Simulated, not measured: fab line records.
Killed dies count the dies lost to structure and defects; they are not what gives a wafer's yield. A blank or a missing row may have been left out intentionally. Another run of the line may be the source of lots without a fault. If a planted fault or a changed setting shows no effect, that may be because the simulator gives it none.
fab line records | flow n5Finfet
[record] lots = 6 wafers = 18 lastDay = 17
route steps=1938 shown BEOL_M8@1350 PASSIVATION@1936
lots untouched by any fault: they come from a run of this same line in which no faults occurred
startH: hours from the record's opening day to when the first of the lot's shown wafers began | waitH: hours since the lot's step before | " repeats the value in the row above | L1.1+2: a single row standing in for several wafers | - no value present, or no start provided | * or withheld: withheld | < > ~ a bound
route shown NAME@n: NAME is a module with steps in the file, n the number in the route of the first one | usual: the fault-free wafers' mean and standard deviation | same: alike in all rows | chamber/n: place in a boat | sites: each site's reading | _std_site: their standard deviation | _edge_site: outer sites' mean less inner sites' | radiusMm: how far each site lies from the wafer's centre | mask NAME#n: copy n | behind: the most recent tool/chamber to have shaped the wafer | hold: the reason the lot was held/the length of the hold in hours/how it ended | device: transistor that didn't switch, given as n, p or np | end of line: tests run on the same wafers once the route is complete | for a step that has no rows: nothing shown but its recipe | killed: at the first sort, the dies lost to defects and structure; wafer yield is something else | map: the dies of a wafer, with x for killed, . for not killed, _ for no die there
set.NAME: the setting the step ran with; set.NAME@STEP: the setting that earlier step ran with | model.NAME: the simulator's own value behind a step, which no gauge read
lots at selected steps of the route; one table per step, one row per wafer
services: from which hour (startH, from the record's first day; less than 0 if before it) a tool's chamber was out of use, for how many hours, and why
[[steps]]
[step N5_BEOL_M8_ETCH_62]
[recipe] chemistry = N2/H2 target = SOC targetDepthA = 1100 overetchA = 220 maskMaterial = SiARC tempC = 40 timeS = 165 ionEnergyEv = 200 pressureMtorr = 30 sourceW = 840 biasW = 150 n2FlowSccm = 200 h2FlowSccm = 200
[usual] drypumpMotorCurrentA = 5.8/0.43 n2FlowSccm = 200.1/0.64 oesProductAu = 0.66/0.065 rfVppV = 524.0/1.7 showerheadPlenumPTorr = 2.54/0.051 tempC = 39.99/0.1 throttleValvePct = 17.86/0.22
[same] timeS = 165
// columns lot.wafer tool chamber startH waitH drypumpMotorCurrentA n2FlowSccm oesProductAu rfHoursCounterH rfVppV showerheadPlenumPTorr tempC throttleValvePct
L867.1 rieDiel-01 1 211.34 0.0 6.2 200.4 0.70 86 524.3 2.58 40.03 18.05
L867.3 " 0 " " 5.9 199.4 0.62 183 520.8 2.43 40.14 17.82
L867.4 " 3 " " 6.7 200.1 0.60 244 524.1 2.59 40.04 18.00
L870.1 rieDiel-02 3 233.15 0.0 5.2 199.1 0.60 211 523.1 2.51 39.99 17.66
L870.2 " 1 " " 5.8 199.7 0.64 169 523.4 2.51 40.04 17.78
L870.6 " 0 " " 6.2 199.8 0.73 - 524.5 2.59 40.26 17.64
L873.2 rieDiel-04 3 245.91 0.0 5.6 200.1 0.80 14 526.0 2.59 40.13 17.64
L873.5 " 3 " " 5.6 199.3 0.81 - 526.4 2.58 40.04 17.64
L873.6 " 0 " " 5.3 199.7 0.59 - 522.6 2.52 39.99 17.86
L880.3 rieDiel-02 0 291.16 0.0 6.2 200.5 0.71 61 526.1 2.58 40.15 17.68
L880.4 " 1 " " 5.8 199.3 0.63 190 524.4 2.51 40.01 17.84
L880.6 " 3 " " 5.2 201.3 0.58 - 523.0 2.50 39.94 17.69
L882.1 rieDiel-01 2 310.75 0.0 5.6 199.3 0.63 155 520.7 2.44 40.05 18.12
L882.4 " 3 " " 6.7 200.4 0.81 8 524.9 2.58 39.99 17.60
L882.6 " 1 " " 6.2 200.6 0.67 - 526.4 2.57 39.98 18.09
L886.1 rieDiel-02 0 327.10 0.0 6.2 200.1 0.70 77 524.4 2.57 40.05 17.71
L886.4 " 1 " " 5.9 200.8 0.62 - 523.0 2.50 39.98 17.87
L886.6 " 2 " " 6.6 200.2 0.60 - 526.5 2.61 39.95 18.28
[step N5_BEOL_M8_STRIP_68]
[recipe] chemistry = N2/H2 tempC = 40 n2FlowSccm = 200 h2FlowSccm = 200 rfFrequencyHz = 6e+07
[step N5_BEOL_M8_STRIP_67]
[recipe] chemistry = CF4 resist = SiARC powerW = 300 biasPowerW = 75 pressureMtorr = 50 cf4FlowSccm = 150 rfFrequencyHz = 6e+07
[usual] drypumpMotorCurrentA = 5.8/0.43 oesProductAu = 0.77/0.076 rfVppV = 271.3/1.2 showerheadPlenumPTorr = 1.79/0.04 throttleValvePct = 13.66/0.18
// columns lot.wafer tool chamber startH waitH drypumpMotorCurrentA oesProductAu rfHoursCounterH rfVppV showerheadPlenumPTorr throttleValvePct
L867.1 rieDiel-01 1 211.48 0.0 6.2 0.83 86 272.6 1.82 13.71
L867.3 " 0 " " 5.9 0.74 183 269.8 1.71 13.50
L867.4 " 3 " " 6.7 0.70 244 272.5 1.84 13.98
L870.1 rieDiel-02 3 233.30 0.0 5.2 0.70 211 272.4 1.80 13.64
L870.2 " 1 " " 5.8 0.76 169 271.0 1.78 13.72
L870.6 " 0 " " 6.2 0.88 - 271.8 1.82 13.48
L873.2 rieDiel-04 3 246.05 0.0 5.6 0.95 14 272.8 1.85 13.62
L873.5 " 3 " " 5.6 0.95 - 271.0 1.85 13.59
L873.6 " 0 " " 5.3 0.69 - 271.8 1.76 13.63
L880.3 rieDiel-02 0 291.30 0.0 6.2 0.85 61 272.2 1.82 13.51
L880.4 " 1 " " 5.8 0.74 190 269.1 1.77 13.76
L880.6 " 3 " " 5.2 0.68 - 271.6 1.79 13.71
L882.1 rieDiel-01 2 310.89 0.0 5.6 0.74 155 271.1 1.71 13.71
L882.4 " 3 " " 6.7 0.96 8 271.2 1.83 13.45
L882.6 " 1 " " 6.1 0.80 - 271.5 1.82 13.77
L886.1 rieDiel-02 0 327.25 0.0 6.2 0.82 77 271.0 1.81 13.56
L886.4 " 1 " " 5.8 0.74 - 270.4 1.77 13.81
L886.6 " 2 " " 6.6 0.71 - 272.0 1.84 14.06
[step N5_BEOL_M8_HM_OPEN_17]
[recipe] chemistry = Cl2/BCl3 targetDepthA = 200 overetchA = 60 target = TiN maskMaterial = SOC ionEnergyEv = 150 pressureMtorr = 10 icpW = 1000 biasW = 126 Cl2_flow_sccm = 53.25 bcl3FlowSccm = 21.75 Ar_flow_sccm = 25
[usual] drypumpMotorCurrentA = 5.6/0.46 mfcArSccm = 25.01/0.079 oesProductAu = 0.63/0.077 throttleValvePct = 22.1/0.35
// columns lot.wafer tool chamber startH waitH drypumpMotorCurrentA mfcArSccm oesProductAu rfHoursCounterH throttleValvePct
L867.1 rieMetal-01 0 211.52 0.0 5.7 25.08 0.58 81 22.7
L867.3 " 1 " " 5.7 25.01 0.64 - 21.7
L867.4 " 0 " " 5.7 25.00 0.59 - 22.7
L870.1 rieMetal-02 0 233.34 0.0 5.1 25.04 0.58 89 21.9
L870.2 " 1 " " 6.5 25.04 0.58 102 21.8
L870.6 " 1 " " 6.5 25.05 0.58 - 21.8
L873.2 rieMetal-02 1 246.09 0.0 6.5 25.14 0.57 103 21.8
L873.5 " 0 " " 5.2 25.06 0.58 - 21.9
L873.6 " 1 " " 6.5 25.10 0.57 - 21.8
L880.3 rieMetal-02 1 291.37 0.1 6.5 24.95 0.57 - 21.8
L880.4 " 0 " " 5.1 25.02 0.58 - 21.9
L880.6 " 1 " " 6.5 25.00 0.57 - 21.8
L882.1 rieMetal-02 1 310.94 0.0 6.4 25.04 0.55 110 21.9
L882.4 " 0 " " 5.1 25.05 0.58 - 21.9
L882.6 " 1 " " 6.5 24.86 0.56 - 21.8
L886.1 rieMetal-03 0 327.29 0.0 5.7 25.03 0.78 5 22.2
L886.4 " 0 " " 5.8 24.92 0.79 - 22.2
L886.6 " 0 " " 5.7 24.98 0.78 - 22.2
[step N5_BEOL_M8_STRIP_19]
[recipe] chemistry = O2 powerW = 400 tempC = 40 pressureMtorr = 30 rfFrequencyHz = 6e+07 biasPowerW = 0 overashFraction = 0.2 o2FlowSccm = 225
[usual] drypumpMotorCurrentA = 5.8/0.41 oesProductAu = 0.78/0.082 rfVppV = 3.7/0.65 showerheadPlenumPTorr = 2.10/0.052 tempC = 40.00/0.098 throttleValvePct = 16.74/0.22
// columns lot.wafer tool chamber startH waitH drypumpMotorCurrentA oesProductAu rfHoursCounterH rfVppV showerheadPlenumPTorr tempC throttleValvePct
L867.1 rieDiel-02 2 211.63 0.1 6.6 0.74 182 5.6 2.18 40.04 17.09
L867.3 " 0 " " 6.2 0.89 32 3.5 2.14 40.14 16.56
L867.4 " 3 " " 5.2 0.71 203 3.7 2.09 40.04 16.63
L870.1 rieDiel-04 3 233.48 0.1 5.6 0.96 9 3.6 2.16 40.01 16.73
L870.2 " 1 " " 5.5 0.78 110 3.7 2.10 40.07 16.79
L870.6 " 0 " " 5.3 0.69 - 4.4 2.06 39.89 16.67
L873.2 rieDiel-01 0 246.20 0.1 5.9 0.72 197 2.2 1.98 39.95 16.53
L873.5 " 1 " " 6.2 0.81 - 4.7 2.13 40.05 16.91
L873.6 " 2 " " 5.6 0.75 - 3.3 2.02 39.97 16.84
L880.3 rieDiel-04 0 291.51 0.1 5.3 0.68 245 4.1 2.05 39.97 16.72
L880.4 " 3 " " 5.6 0.90 31 4.3 2.15 39.99 16.77
L880.6 " 1 " " 5.5 0.77 - 4.9 2.09 39.90 16.81
L882.1 rieDiel-04 1 311.10 0.1 5.6 0.77 141 3.6 2.09 40.06 16.84
L882.4 " 1 " " 5.6 0.76 - 4.8 2.09 40.00 16.83
L882.6 " 2 " " 6.0 0.75 - 4.4 2.08 40.00 16.42
L886.1 rieDiel-02 0 327.50 0.2 6.2 0.81 77 4.1 2.13 39.95 16.67
L886.4 " 2 " " 6.6 0.70 - 3.0 2.17 39.87 17.17
L886.6 " 1 " " 5.8 0.73 - 3.9 2.08 40.00 16.92
[step N5_BEOL_M8_CD_MEAS_18]
[recipe] pitchNm = 80 targetCdNm = 40
[usual] cdNm = 40.2/0.6
// columns lot.wafer tool chamber startH waitH cdNm
L867.1 cdSem-01 - 211.70 0.0 39.9
L867.3 " - " " 40.4
L867.4 " - " " 39.6
L870.1 cdSem-01 - 233.55 0.0 40.6
L870.2 " - " " 41.0
L870.6 " - " " 41.6
L873.2 cdSem-02 - 246.27 0.1 40.4
L873.5 " - " " 40.6
L873.6 " - " " 40.3
L880.3 cdSem-02 - 291.59 0.1 39.3
L880.4 " - " " 40.9
L880.6 " - " " 40.2
L882.1 cdSem-03 - 311.17 0.0 39.2
L882.4 " - " " 40.4
L882.6 " - " " 39.8
L886.1 cdSem-02 - 327.57 0.0 41.2
L886.4 " - " " 41.6
L886.6 " - " " 41.3
[step N5_BEOL_M8_COAT_63]
[recipe] resist = SOC tempC = 250 timeS = 60 spinRpm = 1500 resistThkNm = 60
[step N5_BEOL_M8_COAT_64]
[recipe] resist = SiARC tempC = 220 timeS = 60 spinRpm = 1500 resistThkNm = 12
[step N5_BEOL_M8_COAT_71]
[recipe] resist = underlayer tempC = 205 timeS = 60 spinRpm = 1500 resistThkNm = 5
[step N5_BEOL_M8_COAT_22]
[recipe] resist = CAR-EUV spinRpm = 1500 resistThkNm = 30
[step N5_BEOL_M8_EBR_24]
[recipe] solvent = PGMEA ebrWidthMm = 1.5
[step N5_BEOL_M8_SOFTBAKE_23]
[recipe] tempC = 110 timeS = 60 resist = CAR-EUV
[step N5_BEOL_M8_EXPOSE_25]
[recipe] maskId = V7 na = 0.33 sourceShape = annular sigmaInner = 0.4 sigmaOuter = 0.8 polarization = unpolarized targetCdNm = 40 doseMj = 42.5
[usual] exposureDoseMJCm2 = 42.48/0.041 stageMsdNm = 0.873/0.03
// columns lot.wafer tool chamber startH waitH mask exposureDoseMJCm2 stageMsdNm model.BEOL_M8.overlayXNm
L867.1 euvScanner-02 0 213.98 - V7#0 42.54 0.832 0
L867.3 " 0 " " V7#0 42.51 0.830 0
L867.4 " 0 " " V7#0 42.46 0.829 0
L870.1 euvScanner-02 0 233.79 - V7#0 42.50 0.835 8.4
L870.2 " 0 " " V7#0 42.46 0.836 8.4
L870.6 " 0 " " V7#0 42.50 0.840 8.4
L873.2 euvScanner-02 0 249.53 - V7#0 42.45 0.841 8.6
L873.5 " 0 " " V7#0 42.48 0.838 8.6
L873.6 " 0 " " V7#0 42.47 0.839 8.6
L880.3 euvScanner-01 0 293.70 - V7#0 42.50 0.874 0
L880.4 " 0 " " V7#0 42.47 0.874 0
L880.6 " 0 " " V7#0 42.49 0.877 0
L882.1 euvScanner-01 0 311.68 - V7#0 42.52 0.866 0.2
L882.4 " 0 " " V7#0 42.45 0.864 0.2
L882.6 " 0 " " V7#0 42.56 0.868 0.2
L886.1 euvScanner-01 0 328.14 - V7#0 42.49 0.860 0
L886.4 " 0 " " V7#0 42.46 0.866 0
L886.6 " 0 " " V7#0 42.50 0.863 0
[step N5_BEOL_M8_PEB_26]
[recipe] pebTempC = 100 pebTimeS = 60 resist = CAR-EUV
[step N5_BEOL_M8_DEVELOP_27]
[recipe] developTimeS = 30 developer = TMAH resist = CAR-EUV rinseLiquid = surfactantRinse dry = airSpin devTempC = 23
[step N5_BEOL_M8_CD_MEAS_28]
[recipe] targetCdNm = 40 landingEnergyEv = 500 detector = seInlens
[usual] cdNm = 40.06/0.24
// columns lot.wafer tool chamber startH waitH cdNm
L867.1 cdSem-03 0 214.11 - 39.89
L867.3 " 0 " " 39.60
L867.4 " 0 " " 40.04
L870.1 cdSem-02 0 233.93 - 39.76
L870.2 " 0 " " 39.68
L870.6 " 0 " " 40.39
L873.2 cdSem-03 0 249.66 - 39.98
L873.5 " 0 " " 39.82
L873.6 " 0 " " 39.85
L880.3 cdSem-03 0 293.82 - 39.67
L880.4 " 0 " " 40.11
L880.6 " 0 " " 39.86
L882.1 cdSem-03 0 311.81 - 40.12
L882.4 " 0 " " 40.20
L882.6 " 0 " " 40.34
L886.1 cdSem-02 0 328.27 - 39.89
L886.4 " 0 " " 40.01
L886.6 " 0 " " 40.02
[step N5_BEOL_M8_OVL_MEAS_29]
[recipe] pointsPerWafer = 522
[usual] V7_OVL = -0.2/0.67
// columns lot.wafer tool chamber startH waitH V7_OVL[nm]
L867.1 overlay-01 0 214.14 0.0 0.5
L867.3 " 0 " " -1.1
L867.4 " 0 " " 0.3
L870.1 overlay-02 0 233.96 0.0 7.7
L870.2 " 0 " " 8.2
L870.6 " 0 " " 8.3
L873.2 overlay-01 0 249.70 0.0 9.1
L873.5 " 0 " " 7.8
L873.6 " 0 " " 8.5
L880.3 overlay-02 0 293.86 0.0 0.3
L880.4 " 0 " " 0.0
L880.6 " 0 " " 0.5
L882.1 overlay-01 0 311.84 0.0 0.8
L882.4 " 0 " " 0.2
L882.6 " 0 " " 0.3
L886.1 overlay-02 0 328.30 0.0 -1.0
L886.4 " 0 " " -1.1
L886.6 " 0 " " 0.1
[step N5_BEOL_M8_INSPECT_30]
[recipe] mode = adi inspectInstrument = brightfield
[usual] rawDefectCount = 422/93
// columns lot.wafer tool chamber startH waitH rawDefectCount
L867.1 defectInspect-01 - 214.20 0.1 309
L867.3 " - " " 407
L867.4 " - " " 274
L870.1 defectInspect-02 - 234.02 0.1 588
L870.2 " - " " 371
L870.6 " - " " 599
L873.2 defectInspect-02 - 249.75 0.0 512
L873.5 " - " " 631
L873.6 " - " " 449
L880.3 defectInspect-01 - 293.91 0.0 472
L880.4 " - " " 418
L880.6 " - " " 403
L882.1 defectInspect-01 - 311.90 0.1 362
L882.4 " - " " 327
L882.6 " - " " 299
L886.1 defectInspect-01 - 328.36 0.1 393
L886.4 " - " " 341
L886.6 " - " " 326
[step N5_PASSIVATION_PROBE_49]
[usual] defectLimitedYield = 91.0/1.5 killed_at_M0_to_M3 = 35/11 killed_at_M4_up = 13/6 killedAtContacts = 14/6.5 killedAtFrontEnd = 40/12 killedAtOther = 4/3.4 killedDies = 106/18 killedOpen = 68/14 killedShort = 35/7.7 sort_bin_5_function = 5.2/0.98 sort_bin_6_memory = 3.4/0.72 sortNPass = 1074/18 sortYieldPct = 91.0/1.5
[same] grossDies = 1180 killedAtBackSide = 0 sort_bin_4_leakage[%] = 0 sort_bin_8_speed[%] = 0
// columns lot.wafer tool chamber startH waitH defectLimitedYield[%] killed_at_M0_to_M3 killed_at_M4_up killedAtContacts killedAtFrontEnd killedAtOther killedDies killedOpen killedShort sort_bin_5_function[%] sort_bin_6_memory[%] sortNPass sortYieldPct[%]
L873.2 prober-02 - 361.94 0.1 90.8 17 20 17 44 11 109 75 32 5.2 3.8 1071 90.8
L873.5 prober-02 - 362.09 0.2 89.7 44 3 13 57 5 122 80 37 6.4 3.6 1058 89.7
L873.6 prober-02 - 362.14 0.3 89.7 25 10 16 66 5 122 81 39 6.9 3.2 1058 89.7
L880.4 prober-01 - 366.67 0.2 92.0 36 14 18 26 0 94 62 29 3.7 3.9 1086 92.0
L880.6 prober-01 - 366.77 0.3 91.2 35 8 23 36 2 104 61 42 5.0 2.9 1076 91.2
// killed by level:class
L873.2 MOL_CONTACT_COAG:geometricParticle:open=14 STI_FIN_REVEAL:geometricParticle:open=12 GATE_CUT:geometricParticle:open=7 FIN_SAQP:geometricParticle:open=6 BEOL_M4:geometricParticle:open=6 GATE_CUT:geometricParticle:short=5 BEOL_M0_SAQP:geometricParticle:open=4 BEOL_M3:geometricParticle:open=4
L873.5 STI_FIN_REVEAL:geometricParticle:open=18 MOL_CONTACT_COAG:geometricParticle:open=10 FIN_SAQP:geometricParticle:short=9 BEOL_M2:geometricParticle:open=9 BEOL_M3:geometricParticle:open=9 FIN_SAQP:geometricParticle:open=8 BEOL_M0_SAQP:geometricParticle:open=8 BEOL_M0_SAQP:geometricParticle:short=8
L873.6 STI_FIN_REVEAL:geometricParticle:open=29 MOL_CONTACT_COAG:geometricParticle:open=14 FIN_SAQP:geometricParticle:open=10 FIN_SAQP:geometricParticle:short=9 BEOL_M0_SAQP:geometricParticle:open=6 GATE_CUT:geometricParticle:short=6 BEOL_M0_SAQP:geometricParticle:short=5 BEOL_M2:geometricParticle:open=5
L880.4 MOL_CONTACT_COAG:geometricParticle:open=13 BEOL_M0_SAQP:geometricParticle:short=9 BEOL_M3:geometricParticle:open=8 BEOL_M0_SAQP:geometricParticle:open=7 STI_FIN_REVEAL:geometricParticle:open=5 MOL_CONTACT_COAG:geometricParticle:short=5 FIN_SAQP:geometricParticle:short=4 DUMMY_GATE:geometricParticle:open=4
L880.6 MOL_CONTACT_COAG:geometricParticle:open=15 BEOL_M0_SAQP:geometricParticle:short=14 MOL_CONTACT_COAG:geometricParticle:short=8 BEOL_M0_SAQP:geometricParticle:open=8 BEOL_M2:geometricParticle:open=6 FIN_SAQP:geometricParticle:short=5 FIN_SAQP:geometricParticle:open=5 STARTING-WAFER:geometricParticle:short=5
[[services]]
// columns tool chamber startH hours kind
rieDiel-04 0 192.97 14.7 repair
euvScanner-01 0 197.21 - calibration
rieMetal-02 1 198.86 9.7 repair
euvScanner-02 - 202.63 4.6 pm
euvScanner-02 - 215.27 0.1 repair
euvScanner-02 - 223.17 1.0 pm
euvScanner-01 - 228.10 1.5 repair
euvScanner-01 - 239.93 1.0 pm
rieDiel-01 3 242.29 6.0 repair
rieDiel-01 1 269.22 5.2 repair
euvScanner-01 - 274.77 1.3 repair
euvScanner-02 - 279.32 1.0 pm
rieDiel-01 - 280.26 14.6 pm
euvScanner-02 - 291.07 5.9 repair
euvScanner-01 - 296.94 4.6 pm
rieDiel-04 0 305.44 - clean
rieDiel-04 0 305.44 - consumableReplace:focusRing
rieDiel-04 0 305.44 17.7 scheduledDown
rieDiel-04 0 305.44 17.7 ventCycle
rieDiel-01 1 315.35 8.1 repair
rieMetal-03 1 315.84 18.4 repair
rieDiel-02 1 318.16 4.5 repair
rieDiel-02 3 322.29 6.9 repair
euvScanner-02 0 323.81 - calibration
[[key]]
[firstSign] step = N5_BEOL_M8_OVL_MEAS_29 reading = V7_OVL direction = up sigmas = 13 usual = -0.2 struck = 8.3
effect none on later readings
[modelEffect] step = N5_BEOL_M8_EXPOSE_25 value = BEOL_M8.overlayXNm without = 0.2 struck = 8.5
metAt N5_BEOL_M8_EXPOSE_25
struckWafers L870.1,L870.2,L870.6,L873.2,L873.5,L873.6
rowsEnd L870.1,L870.2,L870.6
onsetBetween 213.98 233.79
[earlierFault] kind = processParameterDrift tool = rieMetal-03 chamber = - onsetH = 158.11 steps = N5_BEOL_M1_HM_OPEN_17 channel = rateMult offset = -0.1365 shape = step
[fault] kind = scannerMatchingOverlay tool = euvScanner-02 chamber = - onsetH = 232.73 steps = N5_BEOL_M8_EXPOSE_25 offset = 8.3273
// rowsEnd: these wafers met a further fault down the route, and their rows from its step on are left out
